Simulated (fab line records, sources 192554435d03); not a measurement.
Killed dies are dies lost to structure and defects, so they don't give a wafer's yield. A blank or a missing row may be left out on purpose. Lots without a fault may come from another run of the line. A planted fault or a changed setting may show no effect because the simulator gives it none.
Chamber matching | flow n5_finfet | N5_BEOL_M9_ETCH_62 on rie_diel-06: 4 sister chambers
The step etches SOC in N2/H2, target depth 110 nm, overetch 22 nm, time 165 s. 14 wafers are shown with their chamber, then 7 later ones without.

WAFERS WITH THEIR CHAMBER
wafer  | chamber | drypump_motor_current_A (A) | throttle_valve_pct (%) | showerhead_plenum_p_Torr (Torr)
L076.1 | 2       | 6.2                         | 18.13                  | 2.50
L076.4 | 3       | 5.3                         | 18.13                  | 2.62
L076.6 | 0       | 5.7                         | 17.68                  | 2.48
L079.3 | 1       | 5.5                         | 17.47                  | 2.54
L079.5 | 1       | 5.5                         | 17.46                  | 2.54
L079.6 | 0       | 5.6                         | 17.69                  | 2.48
L077.2 | 3       | 5.3                         | 18.15                  | 2.62
L077.5 | 1       | 5.5                         | 17.47                  | 2.54
L077.6 | 0       | 5.6                         | 17.70                  | 2.47
L084.1 | 1       | 5.5                         | 17.49                  | 2.53
L084.2 | 0       | 5.6                         | 17.73                  | 2.47
L084.3 | 3       | 5.3                         | 18.17                  | 2.61
L090.2 | 2       | 6.2                         | 18.18                  | 2.50
L090.4 | 0       | 5.6                         | 17.71                  | 2.47

SIGNATURES (means of the wafers above)
reading                  | chamber 0 | chamber 1 | chamber 2 | chamber 3 | scatter within a chamber
drypump_motor_current_A  | 5.620     | 5.500     | 6.200     | 5.300     | 0.0283
throttle_valve_pct       | 17.7020   | 17.4725   | 18.1550   | 18.1500   | 0.02
showerhead_plenum_p_Torr | 2.4740    | 2.5375    | 2.5000    | 2.6167    | 0.00512
Rule: a wafer's distance from a chamber is the root of the sum, over the readings, of the square of ((its reading less the chamber's mean) divided by the reading's scatter). The wafer belongs to the nearest chamber; if the next one is less than 2 further off, it can't be placed. The scatter: the root of (the sum of the squares of (reading less its chamber's mean) over the shown wafers, divided by (wafers less chambers)).

WAFERS WITHOUT THEIR CHAMBER
wafer  | drypump_motor_current_A (A) | throttle_valve_pct (%) | showerhead_plenum_p_Torr (Torr)
L090.5 | 5.7                         | 17.71                  | 2.47
L091.1 | 6.2                         | 18.18                  | 2.49
L091.4 | 5.5                         | 17.50                  | 2.53
L091.6 | 5.5                         | 17.50                  | 2.53
L092.1 | 5.2                         | 18.18                  | 2.61
L092.4 | 6.2                         | 18.17                  | 2.49
L092.5 | 5.5                         | 17.50                  | 2.53

WHICH CHAMBER EACH WENT THROUGH
wafer  | from the rows above | in truth
L090.5 | 0                   | 0
L091.1 | 2                   | 2
L091.4 | 1                   | 1
L091.6 | 1                   | 1
L092.1 | 3                   | 3
L092.4 | 2                   | 2
L092.5 | 1                   | 1
Placed correctly: 7 of 7. Can't be placed from these rows: 0. Placed wrongly: 0.
